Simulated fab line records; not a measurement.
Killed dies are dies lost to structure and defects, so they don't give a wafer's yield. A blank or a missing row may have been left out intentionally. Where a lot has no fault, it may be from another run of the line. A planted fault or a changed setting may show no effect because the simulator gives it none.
Matching of chambers    flow nand-harc    NHARC_A_DECK1_JOINT_CMP_02 on cmp-02 has 4 sister chambers
The step polishes SiOx. 8 wafers are shown with their chamber, then 6 later ones without.

== WAFERS, EACH WITH ITS CHAMBER ==
wafer   chamber  motor-current-A (A)  edge-zone-pressure-frac
L910.3  3        11.5                 0.995
L915.1  0        10.5                 0.996
L918.1  3        11.2                 0.992
L918.2  2        12.8                 0.998
L918.4  0        10.6                 0.991
L922.3  2        12.3                 1.008
L922.4  1        9.3                  1.006
L922.5  1        9.8                  1.003

== WAFERS MISSING THEIR CHAMBER ==
wafer   motor-current-A (A)  edge-zone-pressure-frac
L927.2  11.9                 1.000
L927.5  11.6                 0.998
L927.6  9.3                  1.000
L929.2  10.0                 1.004
L929.3  11.0                 1.009
L929.6  9.8                  0.997

== EACH ONE'S CHAMBER ==
wafer    from the rows above                 in truth
L927.2   can't be placed: 2 or 3             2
L927.5   3                                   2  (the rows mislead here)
L927.6   1                                   1
L929.2   can't be placed: 1 or 0             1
L929.3   can't be placed: 3 or 0 or 1 or 2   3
L929.6   can't be placed: 1 or 0             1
Placed correctly: 1 of 6. Not placeable from these rows: 4 (in 4, the candidates include the true chamber). Number placed wrongly: 1.
How it was worked out, from the rows above alone: a wafer's distance from a chamber is the root of the sum, over the readings, of the square of ((its reading less the chamber's mean) divided by the reading's scatter). If the next closest chamber is less than 2 further off than the closest, the wafer can't be placed; otherwise it belongs to the closest. A chamber's mean is the mean of its shown wafers. The scatter: take each reading less its chamber's mean, square it, sum over the shown wafers, divide by the number of wafers less the number of chambers, and take the root.
